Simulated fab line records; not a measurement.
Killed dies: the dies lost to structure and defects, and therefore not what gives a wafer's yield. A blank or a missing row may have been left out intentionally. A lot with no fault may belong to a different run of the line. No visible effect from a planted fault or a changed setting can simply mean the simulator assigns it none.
Chamber matching / flow n5Finfet / rieDiel-04 running N5_BEOL_M0_SAQP_ETCH_84: 4 sister chambers
The step etches SOC in N2/H2, target depth 100 nm, overetch 20 nm, time 150 s. 4 wafers are shown with their chamber, then 8 later ones without.

## WAFERS, EACH WITH ITS CHAMBER
wafer=L087.2; chamber=0; showerheadPlenumPTorr (Torr)=2.42
wafer=L088.4; chamber=3; showerheadPlenumPTorr (Torr)=2.34
wafer=L091.6; chamber=2; showerheadPlenumPTorr (Torr)=2.60
wafer=L092.1; chamber=1; showerheadPlenumPTorr (Torr)=2.60

## WAFERS MISSING THEIR CHAMBER
wafer=L092.3; showerheadPlenumPTorr (Torr)=2.41
wafer=L092.4; showerheadPlenumPTorr (Torr)=2.60
wafer=L094.2; showerheadPlenumPTorr (Torr)=2.60
wafer=L094.3; showerheadPlenumPTorr (Torr)=2.34
wafer=L094.5; showerheadPlenumPTorr (Torr)=2.60
wafer=L097.2; showerheadPlenumPTorr (Torr)=2.60
wafer=L097.5; showerheadPlenumPTorr (Torr)=2.60
wafer=L097.6; showerheadPlenumPTorr (Torr)=2.33

## EACH ONE'S CHAMBER
wafer=L092.3; from the rows above=0; in truth=0
wafer=L092.4; from the rows above=can't be placed: 1 or 2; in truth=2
wafer=L094.2; from the rows above=can't be placed: 1 or 2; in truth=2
wafer=L094.3; from the rows above=3; in truth=3
wafer=L094.5; from the rows above=can't be placed: 1 or 2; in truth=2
wafer=L097.2; from the rows above=can't be placed: 1 or 2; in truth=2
wafer=L097.5; from the rows above=can't be placed: 1 or 2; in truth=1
wafer=L097.6; from the rows above=3; in truth=3
Placed correctly: 3 of 8. Unplaceable from these rows: 5, with the true chamber sitting among the candidates in 5. Number placed wrongly: 0.
How it was worked out, from the rows above alone: a wafer's distance from a chamber is the root of the sum, over the readings, of the square of ((its reading less the chamber's mean) divided by the reading's scatter). The wafer belongs to the nearest chamber; if the next one is less than 2 further off, it can't be placed. Each chamber's mean is taken over the wafers shown for it. The scatter: with one shown wafer a chamber, the root of the mean of the squares of how far each hidden wafer lies from its nearest shown one.
